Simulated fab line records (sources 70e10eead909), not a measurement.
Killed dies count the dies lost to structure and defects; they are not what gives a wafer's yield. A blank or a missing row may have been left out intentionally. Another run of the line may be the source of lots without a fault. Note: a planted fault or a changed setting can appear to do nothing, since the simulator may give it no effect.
Matching of chambers || flow nand harc || 4 sister chambers for NHARC_A_BONDPAD_CMP_29 on cmp-03
The step polishes SiCN, target thk 200 nm. 8 wafers are shown with their chamber, then 10 later ones without.

== EACH WAFER AND ITS CHAMBER ==
{"wafer": "L076.1", "chamber": 3, "motor current A (A)": 13.0, "slurry flow ml min": 150.3}
{"wafer": "L083.5", "chamber": 3, "motor current A (A)": 13.6, "slurry flow ml min": 150.1}
{"wafer": "L086.2", "chamber": 0, "motor current A (A)": 14.1, "slurry flow ml min": 151.0}
{"wafer": "L089.1", "chamber": 0, "motor current A (A)": 12.9, "slurry flow ml min": 148.8}
{"wafer": "L089.3", "chamber": 2, "motor current A (A)": 12.0, "slurry flow ml min": 150.5}
{"wafer": "L089.4", "chamber": 1, "motor current A (A)": 9.7, "slurry flow ml min": 150.1}
{"wafer": "L090.2", "chamber": 1, "motor current A (A)": 9.9, "slurry flow ml min": 149.0}
{"wafer": "L090.3", "chamber": 2, "motor current A (A)": 12.2, "slurry flow ml min": 151.2}

== WAFERS WITH NO CHAMBER GIVEN ==
{"wafer": "L090.6", "motor current A (A)": 13.2, "slurry flow ml min": 149.8}
{"wafer": "L093.2", "motor current A (A)": 12.0, "slurry flow ml min": 149.8}
{"wafer": "L093.3", "motor current A (A)": 13.5, "slurry flow ml min": 150.1}
{"wafer": "L093.5", "motor current A (A)": 13.3, "slurry flow ml min": 149.7}
{"wafer": "L096.1", "motor current A (A)": 11.9, "slurry flow ml min": 149.3}
{"wafer": "L096.3", "motor current A (A)": 13.1, "slurry flow ml min": 149.9}
{"wafer": "L096.4", "motor current A (A)": 10.3, "slurry flow ml min": 148.3}
{"wafer": "L097.2", "motor current A (A)": 13.1, "slurry flow ml min": 150.5}
{"wafer": "L097.4", "motor current A (A)": 13.5, "slurry flow ml min": 149.7}
{"wafer": "L097.5", "motor current A (A)": 10.2, "slurry flow ml min": 150.7}

== WHICH CHAMBER EACH ONE RAN IN ==
{"wafer": "L090.6", "from the rows above": "can't be placed: 3 or 0", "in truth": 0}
{"wafer": "L093.2", "from the rows above": "can't be placed: 2 or 3 or 0", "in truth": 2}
{"wafer": "L093.3", "from the rows above": "can't be placed: 0 or 3", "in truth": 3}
{"wafer": "L093.5", "from the rows above": "can't be placed: 0 or 3", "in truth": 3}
{"wafer": "L096.1", "from the rows above": "can't be placed: 2 or 3 or 0", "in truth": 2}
{"wafer": "L096.3", "from the rows above": "can't be placed: 3 or 0 or 2", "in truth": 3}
{"wafer": "L096.4", "from the rows above": 1, "in truth": 1}
{"wafer": "L097.2", "from the rows above": "can't be placed: 3 or 0 or 2", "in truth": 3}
{"wafer": "L097.4", "from the rows above": "can't be placed: 0 or 3", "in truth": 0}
{"wafer": "L097.5", "from the rows above": 1, "in truth": 1}
Placed correctly: 2 of 10. These rows do not allow placing 8 (true chamber among the candidates in 8). Number placed wrongly: 0.
How it was worked out, from the rows above alone: a wafer's distance from a chamber is the root of the sum, over the readings, of the square of ((its reading less the chamber's mean) divided by the reading's scatter). If the next closest chamber is less than 2 further off than the closest, the wafer can't be placed; otherwise it belongs to the closest. A chamber's mean is the mean of its shown wafers. The scatter: the root of (the sum of the squares of (reading less its chamber's mean) over the shown wafers, divided by (wafers less chambers)).
